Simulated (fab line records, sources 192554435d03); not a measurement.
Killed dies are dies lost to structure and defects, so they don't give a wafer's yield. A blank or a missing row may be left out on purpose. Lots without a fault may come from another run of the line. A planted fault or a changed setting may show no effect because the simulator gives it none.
Problem report in the 8D (eight disciplines) form, filled by code | flow n5_finfet | the parts of the form that need people (team, actions taken, sign-off) are left out

1. THE PROBLEM
oes_product_au at N5_SD_EPI_P_SD_RECESS_17 reads a mean of 1.122 a.u. on 3 wafers of 3 lots; wafers without a fault read 1.003 a.u. with a standard deviation of 0.014. That is +8.5 standard deviations from the usual mean.
The step: chemistry HBr/Cl2/O2, target depth 39.1 nm, bt time 3 s.
First seen on wafer L463.1, day 6 02:10, on rie_si-06. The record holds 20 wafers of 7 lots with a number at this step. Rule for "out", or "out of limits": more than 4 standard deviations from the usual mean. The other wafers with a number count as sound.

2. WHAT IT IS AND WHAT IT IS NOT
question                    | is                     | is not
which readings at this step | oes_product_au         | bias_w, drypump_motor_current_A, he_backside_leak_sccm, throttle_valve_pct
which lots                  | L463, L466, L469       | L455, L460, L470, L475
which wafers of those lots  | L463.1, L466.2, L469.2 | L463.4, L463.5, L466.3, L466.6, L469.5
read on which tools         | rie_si-06              | rie_si-01, rie_si-05
when                        | from day 6 02:10       | up to then (8 sound wafers); but 9 sound wafers of L466, L469, L470, L475 came after

3. SUSPECTS, AND WHAT RULES EACH OUT
Counting: a tool at a process step up to the reading stays a suspect if it ran every lot that is out. Sound lots after the first of them don't rule it out here, since some wafers of a struck lot are sound.
- rie_diel-01 at N5_SD_EPI_P_ETCH_36 (etches SiARC in CF4, target depth 45.5 nm, time 75.8 s): kept. It ran every lot that is out, first L463 (day 6 01:31); its last sound lot up to then is L460 (day 5 06:10).
- rie_diel-01 at N5_SD_EPI_P_ETCH_37 (etches SOC in N2/H2, overetch 108 nm, time 486 s): kept. It ran every lot that is out, first L463 (day 6 01:35); its last sound lot up to then is L460 (day 5 06:13).
- rie_diel-01 at N5_SD_EPI_P_ETCHBACK_46 (etches SiNx in CH3F/O2, stops on SiO2, target depth 17.5 nm): kept. It ran every lot that is out, first L463 (day 6 01:54); its last sound lot up to then is L460 (day 5 06:33).
- rie_diel-01 at N5_SD_EPI_P_ETCH_47 (etches SiOCN in CH3F/O2, target depth 25 nm): kept. It ran every lot that is out, first L463 (day 6 02:00); its last sound lot up to then is L460 (day 5 06:39).
- rie_diel-01 at N5_SD_EPI_P_ETCH_16 (etches SiO2 in CHF3/O2, target depth 5 nm): kept. It ran every lot that is out, first L463 (day 6 02:06); its last sound lot up to then is L460 (day 5 06:45).
- rie_si-06 at N5_SD_EPI_P_SD_RECESS_17 (chemistry HBr/Cl2/O2, target depth 39.1 nm, bt time 3 s): kept. It ran every lot that is out, first L463 (day 6 02:10); its last sound lot up to then is L460 (day 5 06:49). Its own readings are out on those wafers: oes_product_au.
Left after counting: rie_diel-01 at N5_SD_EPI_P_ETCH_36, rie_diel-01 at N5_SD_EPI_P_ETCH_37, rie_diel-01 at N5_SD_EPI_P_ETCHBACK_46, rie_diel-01 at N5_SD_EPI_P_ETCH_47, rie_diel-01 at N5_SD_EPI_P_ETCH_16, rie_si-06 at N5_SD_EPI_P_SD_RECESS_17.

4. THE CAUSE (what the simulator had put in)
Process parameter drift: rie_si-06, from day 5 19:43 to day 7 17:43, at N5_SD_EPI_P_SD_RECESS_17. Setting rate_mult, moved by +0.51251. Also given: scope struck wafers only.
Counting left 6 suspects, and this tool is among them.

5. THE CHAIN OF EFFECTS, in route order
Each row: a reading whose mean over the struck wafers that have a number lies more than 3 standard deviations from the usual. Only readings for which the record gives a usual standard deviation are gone through. hours: the time from each lot's start at the first step in this table that gives one to its start at this step, as a median over the lots. sigmas: the change in usual standard deviations.
hours | step                     | reading        | usual      | on struck wafers | change | sigmas
0     | N5_SD_EPI_P_SD_RECESS_17 | oes_product_au | 1.003 a.u. | 1.122            | +0.119 | +8.5
The process steps in it:
- N5_SD_EPI_P_SD_RECESS_17: chemistry HBr/Cl2/O2, target depth 39.1 nm, bt time 3 s.

6. WHAT WOULD HAVE CAUGHT IT SOONER
In this record the first reading out of limits was taken at day 6 02:10, 6 hours after the fault began at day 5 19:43.
